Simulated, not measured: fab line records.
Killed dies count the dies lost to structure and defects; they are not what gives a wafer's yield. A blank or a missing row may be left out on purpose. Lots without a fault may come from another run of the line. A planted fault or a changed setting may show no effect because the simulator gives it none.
Comparing a struck lot with a sound one | flow n5-finfet | 20 steps out of a route of 1938
Sound: these wafers, L678.1, L678.3, L678.4. Struck: wafers L699.2, L699.5, L699.6. At the end, the cause is stated.
Per side, at each step with rows, come the tool, then ch with its chambers, and then its first start. Under that, the readings that differ: sound wafers | struck wafers | difference of the means | sigmas: that difference in standard deviations of wafers without a fault.
alike: a reading whose means differ by less than 2 such deviations, as well as words and numbers matching on both sides. not compared: withheld readings; readings where some wafer has no value; bounds like >300 that might hide an equal value; numbers whose values overlap and for which the record gives no deviation.
The two part at a step that has a row with sigmas, a row that says differs or no value, or rows on one side only. When numbers do not overlap yet have no deviation, they are printed without sigmas and do not part them. A reading that every wafer of one side lacks parts them only if that side has two wafers or more.

N5_BEOL_M0_SAQP_ETCH_88: etches underlayer in N2/H2, target depth 6.5 nm, time 5.2 s.
  sound on rie-diel-06 ch 0,1,3, day 5 22:28; struck on rie-diel-06 ch 0,1,2, day 11 05:26
  alike: drypump-motor-current-A, etch-rf-on-time-s, oes-product-au, rf-vpp-V, showerhead-plenum-p-Torr, throttle-valve-pct
  not compared: rf-hours-counter-h
N5_BEOL_M0_SAQP_ETCH_73: etches SiARC in CF4, target depth 19.5 nm, time 32.5 s.
  sound on rie-diel-06 ch 0,1,3, day 5 22:29; struck on rie-diel-06 ch 0,1,2, day 11 05:27
  alike: drypump-motor-current-A, etch-rf-on-time-s, oes-product-au, rf-vpp-V, showerhead-plenum-p-Torr, throttle-valve-pct
  not compared: rf-hours-counter-h
then, 3 steps without rows for these wafers: N5_BEOL_M0_SAQP_CUT_ETCH_46 (etches SOC in N2/H2, target depth 135 nm, overetch 27 nm, time 202.5 s); N5_BEOL_M0_SAQP_STRIP_74 (strips in N2/H2); N5_BEOL_M0_SAQP_STRIP_89 (strips in N2/H2).
N5_BEOL_M0_SAQP_ALD_48: deposits SiO2, target thk 20 nm, pulse time 1 s, co reactant pulse time 1 s.
  sound on ald-sin-04 ch 1,2,3, day 5 22:43; struck on ald-sin-02 ch 2,3, day 11 05:41
  alike: heater-power-w, precursor-pulse-height-rel
N5_BEOL_M0_SAQP_ETCH_49: etches SiO2 in CF4/O2, target depth 37 nm.
  sound on rie-diel-06 ch 0,1,3, day 5 23:19; struck on rie-diel-06 ch 1,2, day 11 06:13
  alike: drypump-motor-current-A, oes_f_703_au, oes-product-au, rf-vpp-V, showerhead-plenum-p-Torr, throttle-valve-pct
  not compared: rf-hours-counter-h
N5_BEOL_M0_SAQP_STRIP_75: strips in CF4.
  sound on rie-diel-06 ch 0,1,3, day 5 23:25; struck on rie-diel-06 ch 1,2, day 11 06:19
  alike: drypump-motor-current-A, oes-product-au, rf-vpp-V, showerhead-plenum-p-Torr, throttle-valve-pct
  not compared: rf-hours-counter-h
then, 4 steps without rows for these wafers: N5_BEOL_M0_CUTY_COAT_50 (time 60 s, resist thk 15 nm); N5_BEOL_M0_CUTY_COAT_51 (resist thk 150 nm); N5_BEOL_M0_CUTY_EBR_52; N5_BEOL_M0_CUTY_SOFTBAKE_53 (time 60 s).
N5_BEOL_M0_CUTY_EXPOSE_54: exposes mask M0 ABLK.
  sound on arfi-scanner-02 ch 0, day 5 23:41; struck on arfi-scanner-01 ch 0, day 11 06:28
  reading                              | sound       | struck   | difference | sigmas
  model.BEOL_M0_CUTY.overlay-x-nm (nm) | 0.4 0.4 0.4 | 11 11 11 | +11        |
  alike: mask
then, 2 steps without rows for these wafers: N5_BEOL_M0_CUTY_PEB_55 (peb time 60 s); N5_BEOL_M0_CUTY_DEVELOP_56 (develop time 30 s).
N5_BEOL_M0_CUTY_CD_MEAS_57: target cd 200 nm.
  sound on cd-sem-02 ch 0, day 5 23:49; struck on cd-sem-03 ch 0, day 11 06:35
  alike: cd-nm
N5_BEOL_M0_CUTY_OVL_MEAS_58:
  sound on overlay-02 ch 0, day 5 23:50; struck on overlay-02 ch 0, day 11 06:37
  reading          | sound        | struck         | difference | sigmas
  M0_ABLK_OVL (nm) | 0.2 0.2 -1.3 | 11.0 11.4 10.9 | +11.4      | +14
N5_BEOL_M0_CUTY_INSPECT_59: inspects for defects (macro).
  sound on defect-inspect-01, day 5 23:52; struck on defect-inspect-02, day 11 06:38
  alike: raw-defect-count
-- here the record skips 3 days between the struck wafers' starts before and after, leaving off in module BEOL_M0_CUTY and picking up in module BEOL_M4 (first step shown: number 1111 of the route) --
N5_BEOL_M4_RC_MEAS_101:
  sound on prober-01 ch 0, day 8 07:18; struck on prober-02 ch 0, day 13 22:11
  alike: DIBL_N, DIBL_P, IOFF_N, IOFF_P, ION_N, ION_P, SS_N, SS_P, VT_N, VT_P
-- the record jumps here: 4 days lie between the struck wafers' starts before and after (it left off in module BEOL_M4 and takes up again in module PASSIVATION, whose first step shown is number 1936 of the route) --
N5_PASSIVATION_PROBE_49:
  sound on prober-02, day 13 10:38; struck on prober-02, day 18 06:01
  reading            | sound  | struck   | difference | sigmas
  killed-at-contacts | 2 11 2 | 28 23 15 | +17        | +2
  alike: defect-limited-yield, killed_at_M0_to_M3, killed_at_M4_up, killed-at-front-end, killed-at-other, killed-dies, killed-on-rim, killed-open, killed-short, sort_bin_5_function, sort_bin_6_memory, sort-n-pass, sort-yield-pct

WHERE THEY PART
Earliest at N5_BEOL_M0_CUTY_OVL_MEAS_58; latest, in this record, at N5_PASSIVATION_PROBE_49.

WHY: what had been put in by the simulator
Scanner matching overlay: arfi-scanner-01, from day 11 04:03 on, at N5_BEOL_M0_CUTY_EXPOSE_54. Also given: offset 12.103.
